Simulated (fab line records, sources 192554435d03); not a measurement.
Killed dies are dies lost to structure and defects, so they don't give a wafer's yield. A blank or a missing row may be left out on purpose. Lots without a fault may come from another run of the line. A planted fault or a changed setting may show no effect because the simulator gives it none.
fab line records | flow n5_finfet
record lots=7 wafers=39
route steps=1938 shown BEOL_M12@1639 MIM_BOT_LITHO@1860
start_h: hours from the record's first day to the start of the lot's first wafer shown | wait_h: hours since the lot's step before | " the same as in the row above | L1.1+2: a row that stands for several wafers | - no value, or no start given | * or withheld: withheld | < > ~ a bound
route shown NAME@n: a module of which the file shows steps, and the number in the route of the first | usual: mean/standard deviation of fault-free wafers | same: alike in all rows | chamber/n: place in a boat | sites: the reading at each site | _std_site: their standard deviation | _edge_site: outer sites' mean less inner sites' | radius_mm: how far each site lies from the wafer's centre | mask NAME#n: copy n | behind: the tool/chamber that last shaped the wafer | hold: why the lot was held/for how many hours/how that ended | device: the transistor (n, p or np) that didn't switch | end of line: the same wafers' tests at the end of the route | a step without rows: its recipe alone | killed: dies lost to structure and defects at the first sort, not the wafer's yield | map: a wafer's dies, x killed, . not, _ none there
set.NAME: the setting as run; set.NAME@STEP: as run at that earlier step | model.NAME: the simulator's own value behind a step, which no gauge read
lots whose settings were changed on purpose; a table a step, a row a wafer
## steps
# step N5_BEOL_M12_TRENCH_ETCH_34
# recipe chemistry=C4F8/O2/Ar target=SiOC target_depth_a=3189.5 mask_material=SOC pressure_mtorr=30 source_w=3000 bias_w=700 Ar_flow_sccm=400 C4F8_flow_sccm=15 O2_flow_sccm=8 he_inner_torr=15 he_outer_torr=30 time_s=125.5 ion_energy_ev=250
# columns lot.wafer tool chamber start_h wait_h set.time_s model.etch.depth_nm
L074.1 rie_diel-01 0 227.84 0.0 199.8 497.9
L074.2 " 1 " " 199.8 526.1
L074.3 " 3 " " 125.5 326.2
L074.4 " 2 " " 199.8 512.8
L074.5 " 2 " " 125.5 321.7
L074.6 " 3 " " 125.5 323.8
L075.1 rie_diel-02 3 232.70 0.0 100.6 248.4
L075.2 " 1 " " 125.5 323.5
L075.3 " 0 " " 100.6 258.8
L075.4 " 3 " " 100.6 248.8
L075.5 " 0 " " 125.5 322.8
L075.6 " 1 " " 125.5 323.1
L078.1 rie_diel-02 3 248.26 0.0 125.5 306.9
L078.2 " 0 " " 125.5 321.5
L078.3 " 1 " " 93.4 243.1
L078.4 " 0 " " 93.4 239.6
L078.5 " 3 " " 93.4 230.4
L078.6 " 1 " " 125.5 329.2
L082.1 rie_diel-01 3 272.95 0.0 100.3 255.9
L082.2 " 0 " " 100.3 248
L082.3 " 1 " " 125.5 327.6
L082.4 " 2 " " 125.5 318
L082.5 " 0 " " 125.5 307.2
L082.6 " 1 " " 100.3 261.1
L084.2 rie_diel-02 3 287.64 0.0 125.5 321.4
L084.3 " 2 " " 125.5 321.1
L084.5 " 0 " " 125.5 321.7
L087.1 rie_diel-01 2 304.43 0.0 125.5 317.9
L087.2 " 3 " " 125.5 319.5
L087.3 " 1 " " 125.5 330.3
L087.4 " 3 " " 125.5 321.9
L087.5 " 2 " " 125.5 318.4
L087.6 " 1 " " 125.5 327.9
L089.1 rie_diel-02 3 310.36 0.0 74.69 189.1
L089.2 " 1 " " 74.69 192.1
L089.3 " 0 " " 125.5 320.5
L089.4 " 2 " " 74.69 190
L089.5 " 0 " " 125.5 321
L089.6 " 3 " " 125.5 319.1
# step N5_BEOL_M12_STRIP_70
# recipe chemistry=C4F8/O2/Ar resist=SiARC rf_frequency_hz=6e+07
# step N5_BEOL_M12_OCD_MEAS_35
# usual trench_depth_nm=321/5.5
# columns lot.wafer tool chamber start_h wait_h set.time_s@BEOL_M12_TRENCH_ETCH_34 trench_depth_nm
L074.1 ocd-01 - 228.00 0.0 199.8 498
L074.2 " - " " 199.8 526
L074.3 " - " " 125.5 326
L074.4 " - " " 199.8 512
L074.5 " - " " 125.5 322
L074.6 " - " " 125.5 324
L075.1 ocd-01 - 232.85 0.0 100.6 249
L075.2 " - " " 125.5 323
L075.3 " - " " 100.6 258
L075.4 " - " " 100.6 249
L075.5 " - " " 125.5 322
L075.6 " - " " 125.5 324
L078.1 ocd-02 - 248.42 0.0 125.5 307
L078.2 " - " " 125.5 321
L078.3 " - " " 93.4 243
L078.4 " - " " 93.4 239
L078.5 " - " " 93.4 230
L078.6 " - " " 125.5 329
L082.1 ocd-01 - 273.10 0.0 100.3 256
L082.2 " - " " 100.3 247
L082.3 " - " " 125.5 328
L082.4 " - " " 125.5 318
L082.5 " - " " 125.5 307
L082.6 " - " " 100.3 261
L084.2 ocd-01 - 287.79 0.0 125.5 322
L084.3 " - " " 125.5 321
L084.5 " - " " 125.5 322
L087.1 ocd-02 - 304.58 0.0 125.5 318
L087.2 " - " " 125.5 320
L087.3 " - " " 125.5 330
L087.4 " - " " 125.5 322
L087.5 " - " " 125.5 319
L087.6 " - " " 125.5 327
L089.1 ocd-02 - 310.51 0.0 74.69 189
L089.2 " - " " 74.69 192
L089.3 " - " " 125.5 321
L089.4 " - " " 74.69 190
L089.5 " - " " 125.5 321
L089.6 " - " " 125.5 319
# step N5_BEOL_M12_STRIP_37
# recipe chemistry=N2/H2 power_w=1000 temp_c=250 h2_frac=0.65 overash_fraction=0.3 pressure_mtorr=withheld n2_flow_sccm=1750 h2_flow_sccm=3250
# step N5_BEOL_M12_ETCH_38
# recipe chemistry=CF4/N2 target=SiCN target_depth_a=687 taper_deg=2 time_s=73.4 ion_energy_ev=150 mask_material=SiO2 pressure_mtorr=40 source_w=430 bias_w=70 Ar_flow_sccm=100 cf4_flow_sccm=60 n2_flow_sccm=60
# step N5_BEOL_M12_ECD_47
# recipe material=Cu target_thk_a=7200
# step N5_BEOL_M12_ANNEAL_48
# recipe temp_c=225 time_s=90 ambient=N2
# step N5_BEOL_M12_CMP_49
# recipe stop_on=SiOC t_overpolish_s=20.6 down_force_psi=1 platen_rpm=50 clearing_platen_down_force_psi=1.5 clearing_platen_rpm=50 post_cmp_clean=cu_alkaline target_thk_nm=320 clearing_platen_pad_velocity_m_s=0.99484 pad_velocity_m_s=0.99484
# columns lot.wafer tool chamber start_h wait_h set.time_s@BEOL_M12_TRENCH_ETCH_34 model.Cu_of_BEOL_M12_ECD_47.thk_nm
L074.4 cmp-01 0 230.84 0.1 199.8 513.6
L074.2 " 1 " " 199.8 529
L074.3 " 2 " " 125.5 328
L074.1 " 3 " " 199.8 499.2
L074.5 " 0 " " 125.5 322.6
L074.6 " 1 " " 125.5 325.8
L075.2 cmp-03 2 234.67 0.2 125.5 324.4
L075.3 " 3 " " 100.6 260.6
L075.4 " 0 " " 100.6 249.6
L075.1 " 1 " " 100.6 250.8
L075.6 " 2 " " 125.5 323.6
L075.5 " 3 " " 125.5 324.8
L078.2 cmp-03 3 249.63 0.2 125.5 321.8
L078.4 " 0 " " 93.4 240.4
L078.3 " 1 " " 93.4 243.8
L078.1 " 2 " " 125.5 307.2
L078.6 " 3 " " 125.5 330.6
L078.5 " 0 " " 93.4 230.2
L082.2 cmp-03 0 275.93 0.2 100.3 247.4
L082.4 " 1 " " 125.5 319.8
L082.1 " 2 " " 100.3 256
L082.3 " 3 " " 125.5 327.4
L082.5 " 0 " " 125.5 306.4
L082.6 " 1 " " 100.3 262.4
L084.3 cmp-01 1 293.09 0.2 125.5 322.6
L084.2 " 2 " " 125.5 323.2
L084.5 " 0 " " 125.5 321.6
L087.3 cmp-03 3 306.44 0.2 125.5 331
L087.2 " 0 " " 125.5 318.8
L087.1 " 1 " " 125.5 318.4
L087.4 " 2 " " 125.5 320.2
L087.5 " 3 " " 125.5 319.2
L087.6 " 0 " " 125.5 327.8
L089.1 cmp-01 0 313.25 0.3 74.69 190.8
L089.2 " 1 " " 74.69 195.8
L089.4 " 2 " " 74.69 192.4
L089.3 " 3 " " 125.5 322.6
L089.6 " 0 " " 125.5 320.8
L089.5 " 1 " " 125.5 324.4
# step N5_BEOL_M12_THK_MEAS_50
# recipe thk_meas_gauge=xrf reads=Cu_of_BEOL_M12_ECD_47
# usual M12_THK=324/6.2
# columns lot.wafer tool chamber start_h wait_h set.time_s@BEOL_M12_TRENCH_ETCH_34 M12_THK[nm]
L074.1 film_metro-02 - 231.13 - 199.8 497
L074.2 " - " " 199.8 528
L074.3 " - " " 125.5 326
L074.4 " - " " 199.8 512
L074.5 " - " " 125.5 321
L074.6 " - " " 125.5 323
L075.1 film_metro-02 - 234.96 - 100.6 252
L075.2 " - " " 125.5 327
L075.3 " - " " 100.6 262
L075.4 " - " " 100.6 251
L075.5 " - " " 125.5 327
L075.6 " - " " 125.5 327
L078.1 film_metro-02 - 249.93 - 125.5 312
L078.2 " - " " 125.5 325
L078.3 " - " " 93.4 247
L078.4 " - " " 93.4 243
L078.5 " - " " 93.4 233
L078.6 " - " " 125.5 333
L082.1 film_metro-02 - 276.23 - 100.3 260
L082.2 " - " " 100.3 251
L082.3 " - " " 125.5 332
L082.4 " - " " 125.5 325
L082.5 " - " " 125.5 311
L082.6 " - " " 100.3 266
L084.2 film_metro-02 - 293.34 - 125.5 330
L084.3 " - " " 125.5 329
L084.5 " - " " 125.5 329
L087.1 film_metro-01 - 306.74 - 125.5 317
L087.2 " - " " 125.5 316
L087.3 " - " " 125.5 328
L087.4 " - " " 125.5 318
L087.5 " - " " 125.5 318
L087.6 " - " " 125.5 325
L089.1 film_metro-01 - 313.55 - 74.69 193
L089.2 " - " " 74.69 198
L089.3 " - " " 125.5 326
L089.4 " - " " 74.69 194
L089.5 " - " " 125.5 329
L089.6 " - " " 125.5 325
# step N5_BEOL_M12_PRE_CLEAN_52
# recipe gas=NH3 time_s=15 temp_c=withheld rf_power_w=300
# step N5_BEOL_M12_DEP_53
# recipe material=SiCN target_thk_a=300 temp_c=withheld precursor=3MS/NH3 pressure_torr=3 rf_w=675 time_s=10.5
# step N5_BEOL_M12_RS_MEAS_54
# recipe thk_meas_gauge=four-point-probe reads=Cu_of_BEOL_M12_ECD_47+Ta_of_BEOL_M12_SPUTTER_44+TaN_of_BEOL_M12_SPUTTER_43
# usual M12_RS=0.0597/0.0011
# columns lot.wafer tool chamber start_h wait_h set.time_s@BEOL_M12_TRENCH_ETCH_34 M12_RS[ohm/sq]
L074.1 film_metro-02 - 231.26 0.0 199.8 0.0379
L074.2 " - " " 199.8 0.0356
L074.3 " - " " 125.5 0.0585
L074.4 " - " " 199.8 0.0368
L074.5 " - " " 125.5 0.0595
L074.6 " - " " 125.5 0.0590
L075.1 film_metro-02 - 235.12 0.1 100.6 0.0776
L075.2 " - " " 125.5 0.0592
L075.3 " - " " 100.6 0.0745
L075.4 " - " " 100.6 0.0778
L075.5 " - " " 125.5 0.0591
L075.6 " - " " 125.5 0.0594
L078.1 film_metro-02 - 250.06 0.0 125.5 0.0629
L078.2 " - " " 125.5 0.0597
L078.3 " - " " 93.4 0.0799
L078.4 " - " " 93.4 0.0813
L078.5 " - " " 93.4 0.0850
L078.6 " - " " 125.5 0.0581
L082.1 film_metro-02 - 276.35 0.0 100.3 0.0760
L082.2 " - " " 100.3 0.0786
L082.3 " - " " 125.5 0.0587
L082.4 " - " " 125.5 0.0600
L082.5 " - " " 125.5 0.0628
L082.6 " - " " 100.3 0.0739
L084.2 film_metro-02 - 293.47 0.0 125.5 0.0594
L084.3 " - " " 125.5 0.0596
L084.5 " - " " 125.5 0.0597
L087.1 film_metro-01 - 306.86 0.0 125.5 0.0605
L087.2 " - " " 125.5 0.0604
L087.3 " - " " 125.5 0.0581
L087.4 " - " " 125.5 0.0600
L087.5 " - " " 125.5 0.0602
L087.6 " - " " 125.5 0.0586
L089.1 film_metro-01 - 313.67 0.0 74.69 0.1038
L089.2 " - " " 74.69 0.1009
L089.3 " - " " 125.5 0.0595
L089.4 " - " " 74.69 0.1029
L089.5 " - " " 125.5 0.0593
L089.6 " - " " 125.5 0.0599
# step N5_MIM_BOT_LITHO_DEVELOP_07
# recipe develop_time_s=60 rinse_liquid=diw dry=air_spin dev_temp_c=21
# columns lot.wafer tool chamber start_h wait_h set.develop_time_s
L074.1+4+6 litho_track-04 0 - - 84.22
L074.2+3+5 " 0 " " 60
L075.1+5+6 litho_track-04 0 - - 29.45
L075.2+3+4 " 0 " " 60
L078.1+4+5 litho_track-04 0 - - 60
L078.2+3+6 " 0 " " 29.7
L082.1+3+4 litho_track-01 0 - - 27.96
L082.2+5+6 " 0 " " 60
L084.2+3+5 litho_track-04 0 - - 60
L087.1+2+5 litho_track-03 0 - - 60
L087.3+4+6 " 0 " " 36.83
L089.1+2+6 litho_track-01 0 - - 60
L089.3+4+5 " 0 " " 91.29
# step N5_MIM_BOT_LITHO_HARDBAKE_09
# recipe temp_c=130 time_s=120
# step N5_MIM_BOT_LITHO_CD_MEAS_08
# recipe target_cd_nm=3000 landing_energy_ev=500 detector=se_inlens polarity=opening
# usual cd_nm=3001.4/2.1
# columns lot.wafer tool chamber start_h wait_h set.develop_time_s@MIM_BOT_LITHO_DEVELOP_07 cd_nm
L074.1 cd_sem-03 0 251.96 - 84.22 3007.6
L074.2 " 0 " " 60 3000.0
L074.3 " 0 " " 60 3004.6
L074.4 " 0 " " 84.22 3009.7
L074.5 " 0 " " 60 3002.2
L074.6 " 0 " " 84.22 3006.4
L075.1 cd_sem-01 0 252.28 - 29.45 2986.4
L075.2 " 0 " " 60 2999.0
L075.3 " 0 " " 60 3003.9
L075.4 " 0 " " 60 3002.6
L075.5 " 0 " " 29.45 2987.3
L075.6 " 0 " " 29.45 2987.4
L078.1 cd_sem-01 0 274.38 - 60 3004.0
L078.2 " 0 " " 29.7 2988.1
L078.3 " 0 " " 29.7 2988.9
L078.4 " 0 " " 60 3001.3
L078.5 " 0 " " 60 3005.5
L078.6 " 0 " " 29.7 2990.5
L082.1 cd_sem-02 0 301.50 - 27.96 2987.9
L082.2 " 0 " " 60 3001.5
L082.3 " 0 " " 27.96 2987.2
L082.4 " 0 " " 27.96 2987.0
L082.5 " 0 " " 60 3000.5
L082.6 " 0 " " 60 3001.4
L084.2 cd_sem-03 0 314.32 - 60 3001.8
L084.3 " 0 " " 60 3001.8
L084.5 " 0 " " 60 3003.8
L087.1 cd_sem-03 0 330.67 - 60 3000.4
L087.2 " 0 " " 60 3004.2
L087.3 " 0 " " 36.83 2990.3
L087.4 " 0 " " 36.83 2992.9
L087.5 " 0 " " 60 3002.1
L087.6 " 0 " " 36.83 2989.4
L089.1 cd_sem-03 0 335.59 - 60 3006.2
L089.2 " 0 " " 60 3003.4
L089.3 " 0 " " 91.29 3011.9
L089.4 " 0 " " 91.29 3010.4
L089.5 " 0 " " 91.29 3011.4
L089.6 " 0 " " 60 3003.5
## key
split step=N5_BEOL_M12_TRENCH_ETCH_34 setting=time_s stated=125.5 by=wafer
response step=N5_BEOL_M12_TRENCH_ETCH_34 reading=model.etch.depth_nm change=+3.21 per=1% r=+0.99
response step=N5_BEOL_M12_OCD_MEAS_35 reading=trench_depth_nm change=+3.21 per=1% r=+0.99
response step=N5_BEOL_M12_CMP_49 reading=model.Cu_of_BEOL_M12_ECD_47.thk_nm change=+3.21 per=1% r=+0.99
response step=N5_BEOL_M12_THK_MEAS_50 reading=M12_THK change=+3.24 per=1% r=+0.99
response step=N5_BEOL_M12_RS_MEAS_54 reading=M12_RS change=-0.000648 per=1% r=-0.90
split step=N5_MIM_BOT_LITHO_DEVELOP_07 setting=develop_time_s stated=60 by=wafer
response step=N5_MIM_BOT_LITHO_CD_MEAS_08 reading=cd_nm change=+0.235 per=1% r=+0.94
